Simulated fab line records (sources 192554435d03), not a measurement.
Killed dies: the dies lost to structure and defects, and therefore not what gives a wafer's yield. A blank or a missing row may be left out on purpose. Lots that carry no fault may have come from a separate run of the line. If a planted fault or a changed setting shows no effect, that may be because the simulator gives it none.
fab line records	flow n5Finfet	part 1 of 2: steps 1 to 4 of 6
record lots=24	wafers=72	lastDay=18
route steps=1938 shown BEOL_M8@1370 BEOL_M9@1402
lots untouched by any fault: they come from a run of this same line in which no faults occurred
startH: the number of hours between the record's first day and the start of the first shown wafer of the lot	waitH: hours elapsed since this lot's preceding step	" unchanged from the row above	L1.1+2: one row covering several wafers at once	- no value, or no start was given	* or withheld: withheld	< > ~ a bound
route shown NAME@n: NAME is a module with steps in the file, n the number in the route of the first one	usual: the fault-free wafers' mean and standard deviation	same: alike in all rows	chamber/n: place in a boat	sites: per-site readings	_std_site: the standard deviation of these	_edge_site: mean of outer sites minus mean of inner sites	radiusMm: for every site, how far away it sits from the centre of the wafer	mask NAME#n: copy n	behind: the most recent tool/chamber to have shaped the wafer	hold: reason for holding the lot/hours on hold/outcome of the hold	device: whichever transistor did not switch (one of n, p or np)	end of line: the tests these same wafers got at the end of their route	step lacking rows: just its recipe	killed: not the wafer's yield, but the dies lost to structure and defects at the first sort	map: the dies of a wafer, with x for killed, . for not killed, _ for no die there
set.NAME: the run value of the setting; set.NAME@STEP: its run value at that earlier step	model.NAME: the simulator's own value behind a step, which no gauge read
route steps across a sampled set of lots; one table per step, one row per wafer
services: a tool's chamber out of use, with start hour (startH, from the record's first day; less than 0 if before it), hours out, and reason
## steps
# step N5_BEOL_M8_ETCH_65
# recipe chemistry=CF4	target=SiARC	targetDepthA=156	maskMaterial=CAR-EUV	timeS=26	ionEnergyEv=80	pressureMtorr=40	sourceW=545	biasW=36	Ar_flow_sccm=100	cf4FlowSccm=100	ends=cleared
# usual drypumpMotorCurrentA=5.5/0.42	etchRfOnTimeS=25.9/0.76	oesProductAu=0.68/0.077	rfVppV=183.9/1.2	showerheadPlenumPTorr=2.14/0.067	throttleValvePct=15.53/0.21
lot.wafer	tool	chamber	startH	waitH	drypumpMotorCurrentA	etchRfOnTimeS	oesProductAu	rfHoursCounterH	rfVppV	showerheadPlenumPTorr	throttleValvePct
L074.3	rieDiel-06	0	213.27	0.0	5.5	24.5	0.66	161	180.7	2.06	15.79
L074.4	"	2	"	"	5.9	24.6	0.74	80	182.6	2.08	15.55
L074.5	"	1	"	"	5.5	26.0	0.79	-	183.3	2.10	15.38
L076.2	rieDiel-05	3	224.93	0.0	5.2	25.8	0.72	62	181.8	2.10	15.49
L076.4	"	0	"	"	5.4	25.7	0.59	239	183.1	2.10	15.75
L076.5	"	3	"	"	5.2	25.6	0.72	-	184.1	2.10	15.48
L075.3	rieDiel-05	0	228.45	0.0	5.4	25.6	0.58	240	184.1	2.10	15.75
L075.4	"	3	"	"	5.2	25.9	0.71	64	182.8	2.10	15.46
L075.6	"	2	"	"	5.1	27.0	0.59	-	184.0	2.22	15.69
L078.1	rieDiel-06	2	229.26	0.0	5.8	24.7	0.73	86	184.0	2.08	15.56
L078.2	"	1	"	"	5.5	26.1	0.78	26	183.1	2.10	15.38
L078.4	"	0	"	"	5.5	24.2	0.67	167	183.6	2.06	15.80
L077.4	rieDiel-05	0	237.28	0.0	5.4	25.8	0.58	244	182.9	2.10	15.76
L077.5	"	0	"	"	5.4	25.7	0.59	-	184.5	2.10	15.76
L077.6	"	3	"	"	5.2	25.8	0.72	-	182.6	2.10	15.48
L081.2	rieDiel-05	3	241.74	0.0	5.2	25.8	0.72	68	183.7	2.10	15.47
L081.4	"	0	"	"	5.4	25.9	0.58	246	184.6	2.10	15.76
L081.6	"	2	"	"	5.1	27.2	0.59	-	185.4	2.22	15.69
L080.2	rieDiel-06	3	250.33	0.0	5.5	26.5	0.61	198	184.6	2.23	15.70
L080.5	"	2	"	"	5.9	24.6	0.73	-	182.2	2.07	15.57
L080.6	"	1	"	"	5.6	25.6	0.78	-	183.7	2.10	15.41
L079.1	rieDiel-05	1	258.43	0.0	5.3	25.6	0.70	108	186.4	2.24	15.39
L079.5	"	1	"	"	5.3	25.5	0.70	-	186.4	2.24	15.39
L079.6	"	2	"	"	5.1	27.0	0.60	-	184.2	2.22	15.71
L083.1	rieDiel-05	0	281.20	0.0	5.4	25.5	0.84	5	184.3	2.09	15.29
L083.2	"	1	"	"	5.3	25.2	0.70	116	186.0	2.24	15.40
L083.5	"	2	"	"	5.1	26.6	0.59	-	185.0	2.21	15.74
L084.1	rieDiel-01	3	281.47	0.0	6.6	26.4	0.56	244	184.3	2.19	15.43
L084.4	"	1	"	"	6.0	26.3	0.59	-	182.7	2.04	15.91
L084.5	"	2	"	"	5.3	25.3	0.69	-	184.8	2.15	15.33
L082.2	rieDiel-01	3	281.87	0.0	6.6	26.6	0.56	244	184.4	2.19	15.45
L082.3	"	1	"	"	6.0	26.4	0.59	242	182.9	2.04	15.93
L082.4	"	3	"	"	6.6	26.5	0.56	-	183.1	2.19	15.44
L086.3	rieDiel-05	0	284.51	0.0	5.4	26.0	0.82	6	182.2	2.09	15.29
L086.4	"	1	"	"	5.3	25.6	0.69	118	184.2	2.24	15.42
L086.5	"	3	"	"	5.2	26.2	0.69	-	184.1	2.09	15.53
L088.1	rieDiel-05	3	284.91	0.0	5.2	25.8	0.70	85	182.2	2.09	15.54
L088.2	"	0	"	"	5.4	25.7	0.82	7	183.9	2.09	15.27
L088.3	"	2	"	"	5.1	26.7	0.59	216	184.6	2.21	15.72
L085.2	rieDiel-06	2	287.43	0.0	5.9	24.5	0.72	109	182.6	2.07	15.60
L085.4	"	1	"	"	5.6	26.1	0.75	49	183.5	2.09	15.44
L085.5	"	1	"	"	5.5	25.9	0.74	-	183.0	2.09	15.43
L089.4	rieDiel-05	2	293.42	0.0	5.1	26.7	0.59	219	185.6	2.21	15.74
L089.5	"	0	"	"	5.4	25.7	0.81	-	182.6	2.09	15.28
L089.6	"	3	"	"	5.2	25.9	0.70	-	183.3	2.09	15.53
L087.2	rieDiel-01	2	296.47	0.0	5.3	25.3	0.68	122	183.7	2.15	15.33
L087.4	"	2	"	"	5.3	25.3	0.67	-	183.7	2.15	15.34
L087.5	"	3	"	"	6.6	26.5	0.56	-	184.1	2.18	15.45
L090.2	rieDiel-06	0	301.25	0.0	5.5	24.3	0.65	190	184.3	2.05	15.83
L090.3	"	1	"	"	5.5	26.0	0.74	55	182.9	2.09	15.45
L090.6	"	1	"	"	5.5	26.3	0.73	-	183.8	2.09	15.46
L091.1	rieDiel-05	1	308.19	0.0	5.3	25.4	0.69	125	183.9	2.24	15.43
L091.3	"	3	"	"	5.2	25.9	0.68	93	182.6	2.09	15.54
L091.6	"	1	"	"	5.3	25.2	0.69	-	185.6	2.24	15.42
L092.1	rieDiel-06	2	327.64	0.0	5.8	24.8	0.70	121	183.1	2.07	15.61
L092.4	"	3	"	"	5.5	26.6	0.59	226	185.6	2.22	15.75
L092.5	"	3	"	"	5.5	26.6	0.59	-	184.4	2.22	15.74
L093.2	rieDiel-05	1	339.63	0.0	5.3	25.8	0.67	136	186.2	2.23	15.44
L093.3	"	0	"	"	5.4	26.1	0.77	26	183.3	2.09	15.32
L093.6	"	2	"	"	5.1	27.2	0.57	-	185.0	2.20	15.77
L097.2	rieDiel-01	1	344.40	0.0	6.0	26.5	0.57	271	182.0	2.03	15.96
L097.3	"	3	"	"	6.6	26.5	0.80	10	184.7	2.18	15.00
L097.5	"	0	"	"	5.2	25.5	0.79	-	184.4	2.18	15.39
L094.1	rieDiel-01	2	354.38	0.0	5.3	25.3	0.67	135	184.9	2.14	15.38
L094.4	"	2	"	"	5.3	25.5	0.66	-	184.3	2.14	15.35
L094.5	"	3	"	"	6.6	26.8	0.80	-	184.1	2.18	15.00
L096.1	rieDiel-05	1	354.79	0.0	5.3	25.4	0.67	143	183.7	2.23	15.45
L096.3	"	0	"	"	5.4	25.9	0.77	32	183.5	2.08	15.33
L096.6	"	2	"	"	5.1	27.3	0.57	-	184.6	2.20	15.78
L095.1	rieDiel-01	2	372.78	0.0	5.3	25.6	0.65	143	183.8	2.14	15.39
L095.3	"	0	"	"	5.2	25.6	0.75	28	183.8	2.17	15.39
L095.5	"	0	"	"	5.2	25.5	0.77	-	182.3	2.17	15.40
# step N5_BEOL_M8_STRIP_36
# recipe chemistry=N2/H2	powerW=450	tempC=40	pressureMtorr=20	rfFrequencyHz=6e+07	overashFraction=0.3	biasPowerW=7	h2Frac=0.5	n2FlowSccm=200	h2FlowSccm=200
# usual drypumpMotorCurrentA=5.5/0.42	oesProductAu=0.80/0.091	rfVppV=59.2/1.5	showerheadPlenumPTorr=2.53/0.077	throttleValvePct=23.4/0.32
lot.wafer	tool	chamber	startH	waitH	drypumpMotorCurrentA	oesProductAu	rfHoursCounterH	rfVppV	showerheadPlenumPTorr	throttleValvePct
L074.3	rieDiel-06	0	213.46	0.0	5.6	0.76	161	59.8	2.42	23.6
L074.4	"	2	"	"	5.9	0.85	80	61.7	2.44	23.2
L074.5	"	1	"	"	5.5	0.95	-	60.8	2.50	23.5
L076.2	rieDiel-05	3	225.11	0.0	5.2	0.85	63	62.5	2.48	23.4
L076.4	"	0	"	"	5.4	0.67	239	63.6	2.52	23.9
L076.5	"	3	"	"	5.2	0.85	-	60.2	2.48	23.4
L075.3	rieDiel-05	0	228.63	0.0	5.4	0.68	241	60.3	2.52	23.9
L075.4	"	3	"	"	5.2	0.85	64	61.4	2.48	23.4
L075.6	"	2	"	"	5.1	0.71	-	61.4	2.62	23.5
L078.1	rieDiel-06	2	229.44	0.0	5.8	0.83	86	59.4	2.44	23.2
L078.2	"	1	"	"	5.5	0.93	26	56.8	2.50	23.5
L078.4	"	0	"	"	5.6	0.75	167	57.7	2.42	23.6
L077.4	rieDiel-05	0	237.46	0.0	5.4	0.67	244	58.1	2.52	23.9
L077.5	"	0	"	"	5.4	0.67	-	58.6	2.52	23.9
L077.6	"	3	"	"	5.2	0.85	-	57.8	2.48	23.4
L081.2	rieDiel-05	3	241.92	0.0	5.2	0.85	68	60.5	2.48	23.4
L081.4	"	0	"	"	5.4	0.67	246	60.6	2.52	23.9
L081.6	"	2	"	"	5.1	0.71	-	59.7	2.62	23.5
L080.2	rieDiel-06	3	250.51	0.0	5.5	0.71	198	59.1	2.63	23.5
L080.5	"	2	"	"	5.8	0.83	-	58.4	2.44	23.2
L080.6	"	1	"	"	5.5	0.92	-	60.0	2.50	23.5
L079.1	rieDiel-05	1	258.61	0.0	5.3	0.82	108	60.5	2.65	23.0
L079.5	"	1	"	"	5.3	0.81	-	60.9	2.65	23.0
L079.6	"	2	"	"	5.0	0.70	-	59.2	2.62	23.5
L083.1	rieDiel-05	0	281.38	0.0	5.4	0.97	5	58.2	2.51	23.5
L083.2	"	1	"	"	5.3	0.80	116	59.7	2.65	23.0
L083.5	"	2	"	"	5.1	0.70	-	61.4	2.61	23.5
L084.1	rieDiel-01	3	281.65	0.0	6.6	0.67	244	58.9	2.58	22.8
L084.4	"	1	"	"	6.0	0.69	-	56.6	2.41	24.0
L084.5	"	2	"	"	5.3	0.80	-	59.4	2.55	23.3
L082.2	rieDiel-01	3	282.05	0.0	6.6	0.68	244	61.2	2.58	22.8
L082.3	"	1	"	"	6.0	0.69	242	60.3	2.41	24.1
L082.4	"	3	"	"	6.6	0.66	-	57.6	2.58	22.8
L086.3	rieDiel-05	0	284.69	0.0	5.4	0.96	6	58.8	2.51	23.5
L086.4	"	1	"	"	5.3	0.81	118	61.3	2.64	23.0
L086.5	"	3	"	"	5.2	0.82	-	58.5	2.47	23.4
L088.1	rieDiel-05	3	285.09	0.0	5.2	0.83	85	57.8	2.47	23.4
L088.2	"	0	"	"	5.4	0.96	7	57.8	2.51	23.6
L088.3	"	2	"	"	5.1	0.70	216	58.9	2.61	23.6
L085.2	rieDiel-06	2	287.61	0.0	5.9	0.80	109	58.2	2.43	23.2
L085.4	"	1	"	"	5.6	0.89	49	58.1	2.49	23.5
L085.5	"	1	"	"	5.6	0.90	-	60.6	2.49	23.5
L089.4	rieDiel-05	2	293.60	0.0	5.1	0.69	219	58.7	2.61	23.5
L089.5	"	0	"	"	5.4	0.96	-	58.7	2.51	23.5
L089.6	"	3	"	"	5.2	0.80	-	60.0	2.47	23.5
L087.2	rieDiel-01	2	296.65	0.0	5.3	0.79	122	58.4	2.55	23.3
L087.4	"	2	"	"	5.3	0.79	-	58.0	2.55	23.3
L087.5	"	3	"	"	6.6	0.66	-	57.9	2.57	22.8
L090.2	rieDiel-06	0	301.43	0.0	5.5	0.73	190	58.9	2.41	23.7
L090.3	"	1	"	"	5.6	0.88	55	57.3	2.49	23.5
L090.6	"	1	"	"	5.6	0.89	-	59.4	2.49	23.5
L091.1	rieDiel-05	1	308.37	0.0	5.3	0.80	125	56.2	2.64	23.0
L091.3	"	3	"	"	5.2	0.80	93	60.8	2.47	23.4
L091.6	"	1	"	"	5.3	0.80	-	61.5	2.64	23.0
L092.1	rieDiel-06	2	327.83	0.0	5.9	0.79	121	58.3	2.42	23.2
L092.4	"	3	"	"	5.5	0.70	226	57.3	2.62	23.5
L092.5	"	3	"	"	5.5	0.69	-	57.3	2.61	23.5
L093.2	rieDiel-05	1	339.82	0.0	5.3	0.79	137	58.1	2.64	23.0
L093.3	"	0	"	"	5.4	0.91	26	60.0	2.51	23.6
L093.6	"	2	"	"	5.1	0.68	-	60.5	2.60	23.6
L097.2	rieDiel-01	1	344.58	0.0	6.0	0.67	271	58.7	2.40	24.1
L097.3	"	3	"	"	6.6	0.96	10	58.3	2.57	22.6
L097.5	"	0	"	"	5.2	0.93	-	58.1	2.58	23.6
L094.1	rieDiel-01	2	354.57	0.0	5.3	0.80	136	60.9	2.54	23.3
L094.4	"	2	"	"	5.3	0.80	-	61.4	2.54	23.3
L094.5	"	3	"	"	6.6	0.95	-	57.1	2.57	22.6
L096.1	rieDiel-05	1	354.97	0.0	5.3	0.77	143	57.7	2.63	23.1
L096.3	"	0	"	"	5.4	0.88	32	60.6	2.50	23.6
L096.6	"	2	"	"	5.1	0.67	-	60.5	2.60	23.6
L095.1	rieDiel-01	2	372.96	0.0	5.3	0.78	143	59.7	2.54	23.3
L095.3	"	0	"	"	5.2	0.88	29	57.7	2.57	23.6
L095.5	"	0	"	"	5.2	0.88	-	60.5	2.57	23.5
# step N5_BEOL_M8_ANNEAL_51
# recipe tempC=225	timeS=90	ambient=N2
# usual annealTempC=225.01/0.18	wafer_temp_C_max=226.4/0.35
lot.wafer	tool	chamber	startH	waitH	annealTempC	wafer_temp_C_max
L074.3	rtpAnneal-02	0	215.78	0.1	224.99	226.1
L074.4	"	0	"	"	224.91	226.1
L074.5	"	0	"	"	224.89	226.4
L076.2	rtpAnneal-02	0	227.90	1.0	225.13	226.3
L076.4	"	0	"	"	225.25	226.0
L076.5	"	0	"	"	225.00	226.1
L075.3	rtpAnneal-01	0	230.70	0.1	225.20	226.4
L075.4	"	0	"	"	225.06	226.4
L075.6	"	0	"	"	225.21	225.6
L078.1	rtpAnneal-01	0	233.07	0.1	224.87	226.6
L078.2	"	0	"	"	225.15	226.4
L078.4	"	0	"	"	224.96	226.3
L077.4	rtpAnneal-01	0	240.24	0.2	225.15	226.4
L077.5	"	0	"	"	224.86	226.3
L077.6	"	0	"	"	225.04	226.4
L081.2	rtpAnneal-01	0	244.04	0.5	224.94	226.7
L081.4	"	0	"	"	225.17	226.5
L081.6	"	0	"	"	224.93	226.3
L080.2	rtpAnneal-01	0	252.79	0.7	225.33	226.2
L080.5	"	0	"	"	225.17	226.1
L080.6	"	0	"	"	224.96	226.0
L079.1	rtpAnneal-01	0	260.28	0.1	225.08	226.5
L079.5	"	0	"	"	224.84	226.9
L079.6	"	0	"	"	224.76	227.1
L083.1	rtpAnneal-02	0	283.55	0.1	225.15	226.5
L083.2	"	0	"	"	224.76	225.9
L083.5	"	0	"	"	224.92	226.1
L084.1	rtpAnneal-01	0	283.61	0.1	225.21	226.3
L084.4	"	0	"	"	225.06	226.5
L084.5	"	0	"	"	225.23	226.4
L082.2	rtpAnneal-01	0	284.20	0.1	225.27	226.2
L082.3	"	0	"	"	225.21	226.0
L082.4	"	0	"	"	224.98	226.2
L086.3	rtpAnneal-01	0	287.56	0.1	225.18	226.5
L086.4	"	0	"	"	225.04	227.2
L086.5	"	0	"	"	225.20	226.4
L088.1	rtpAnneal-02	0	288.39	0.1	225.08	225.9
L088.2	"	0	"	"	225.16	225.9
L088.3	"	0	"	"	224.89	225.8
L085.2	rtpAnneal-02	0	289.69	0.1	224.72	225.9
L085.4	"	0	"	"	224.96	225.9
L085.5	"	0	"	"	224.77	226.2
L089.4	rtpAnneal-01	0	295.51	0.2	225.04	226.8
L089.5	"	0	"	"	225.12	227.0
L089.6	"	0	"	"	225.24	226.5
L087.2	rtpAnneal-02	0	300.32	0.1	225.25	226.2
L087.4	"	0	"	"	224.97	226.2
L087.5	"	0	"	"	224.82	226.3
L090.2	rtpAnneal-01	0	305.58	0.1	225.18	226.3
L090.3	"	0	"	"	224.88	226.5
L090.6	"	0	"	"	224.86	226.8
L091.1	rtpAnneal-01	0	312.32	0.3	225.17	226.5
L091.3	"	0	"	"	225.03	226.6
L091.6	"	0	"	"	225.28	226.4
L092.1	rtpAnneal-01	0	329.87	0.1	225.19	226.5
L092.4	"	0	"	"	225.05	226.4
L092.5	"	0	"	"	224.98	226.4
L093.2	rtpAnneal-01	0	341.68	0.1	225.02	227.3
L093.3	"	0	"	"	225.20	226.3
L093.6	"	0	"	"	225.21	226.3
L097.2	rtpAnneal-01	0	347.86	0.6	225.01	227.1
L097.3	"	0	"	"	224.79	226.6
L097.5	"	0	"	"	224.80	226.9
L094.1	rtpAnneal-01	0	356.79	0.6	225.27	226.3
L094.4	"	0	"	"	225.05	227.0
L094.5	"	0	"	"	225.40	226.3
L096.1	rtpAnneal-01	0	357.24	0.6	225.13	226.4
L096.3	"	0	"	"	225.15	226.9
L096.6	"	0	"	"	224.99	226.3
L095.1	rtpAnneal-02	0	376.21	0.1	225.15	225.9
L095.3	"	0	"	"	225.15	226.2
L095.5	"	0	"	"	224.68	226.2
# step N5_BEOL_M9_CURE_71
# recipe tempC=385	timeS=240	ambient=He/Ar	material=SiCOH_lowk
# usual lampPowerPct=52.31/0.059	wafer_temp_C_max=387.1/0.81
lot.wafer	tool	chamber	startH	waitH	lampPowerPct	wafer_temp_C_max
L074.3	uvCure-03	1	216.75	0.2	52.33	386.0
L074.4	"	1	"	"	52.40	386.3
L074.5	"	1	"	"	52.30	386.4
L076.2	uvCure-02	1	228.84	0.2	52.34	388.5
L076.4	"	1	"	"	52.29	387.4
L076.5	"	1	"	"	52.35	387.6
L075.3	uvCure-03	0	231.66	0.2	52.26	388.9
L075.4	"	0	"	"	52.31	388.1
L075.6	"	0	"	"	52.35	389.3
L078.1	uvCure-03	1	234.05	0.0	52.29	386.6
L078.2	"	1	"	"	52.32	387.1
L078.4	"	1	"	"	52.39	386.3
L077.4	uvCure-02	2	241.37	0.3	52.29	387.3
L077.5	"	2	"	"	52.21	387.3
L077.6	"	2	"	"	52.29	386.6
L081.2	uvCure-03	2	244.94	0.1	52.47	387.0
L081.4	"	2	"	"	52.27	388.3
L081.6	"	2	"	"	52.43	387.3
L080.2	uvCure-03	1	253.70	0.1	52.20	386.2
L080.5	"	1	"	"	52.27	386.3
L080.6	"	1	"	"	52.31	386.4
L079.1	uvCure-02	2	261.14	0.0	52.29	386.3
L079.5	"	2	"	"	52.24	386.8
L079.6	"	2	"	"	52.30	386.6
L083.1	uvCure-02	0	284.41	0.0	52.26	386.5
L083.2	"	0	"	"	52.29	386.3
L083.5	"	0	"	"	52.32	386.0
L084.1	uvCure-03	0	284.62	0.2	52.27	387.8
L084.4	"	0	"	"	52.31	387.3
L084.5	"	0	"	"	52.22	387.5
L082.2	uvCure-02	0	285.10	0.1	52.34	385.9
L082.3	"	0	"	"	52.35	386.4
L082.4	"	0	"	"	52.17	386.7
L086.3	uvCure-02	1	288.49	0.2	52.29	386.9
L086.4	"	1	"	"	52.40	387.1
L086.5	"	1	"	"	52.20	386.7
L088.1	uvCure-03	1	289.26	0.0	52.38	387.1
L088.2	"	1	"	"	52.29	387.1
L088.3	"	1	"	"	52.30	386.7
L085.2	uvCure-02	1	290.60	0.1	52.37	387.0
L085.4	"	1	"	"	52.38	387.9
L085.5	"	1	"	"	52.32	387.9
L089.4	uvCure-02	2	296.51	0.3	52.27	386.8
L089.5	"	2	"	"	52.32	386.4
L089.6	"	2	"	"	52.34	387.0
L087.2	uvCure-02	2	301.22	0.1	52.25	386.9
L087.4	"	2	"	"	52.30	386.8
L087.5	"	2	"	"	52.36	386.5
L090.2	uvCure-03	1	306.48	0.1	52.35	386.3
L090.3	"	1	"	"	52.18	386.1
L090.6	"	1	"	"	52.26	386.5
L091.1	uvCure-02	2	313.18	0.0	52.33	386.6
L091.3	"	2	"	"	52.34	386.8
L091.6	"	2	"	"	52.29	386.8
L092.1	uvCure-03	1	330.73	0.0	52.36	386.6
L092.4	"	1	"	"	52.30	386.4
L092.5	"	1	"	"	52.30	386.2
L093.2	uvCure-01	1	342.58	0.1	52.24	388.5
L093.3	"	1	"	"	52.29	388.4
L093.6	"	1	"	"	52.33	387.4
L097.2	uvCure-03	0	348.76	0.1	52.41	387.9
L097.3	"	0	"	"	52.33	388.2
L097.5	"	0	"	"	52.42	388.2
L094.1	uvCure-03	0	357.78	0.2	52.27	387.9
L094.4	"	0	"	"	52.27	388.6
L094.5	"	0	"	"	52.33	388.2
L096.1	uvCure-03	2	358.26	0.2	52.27	388.3
L096.3	"	2	"	"	52.22	387.7
L096.6	"	2	"	"	52.32	386.4
L095.1	uvCure-03	0	377.07	0.0	52.27	388.4
L095.3	"	0	"	"	52.36	388.0
L095.5	"	0	"	"	52.24	388.1
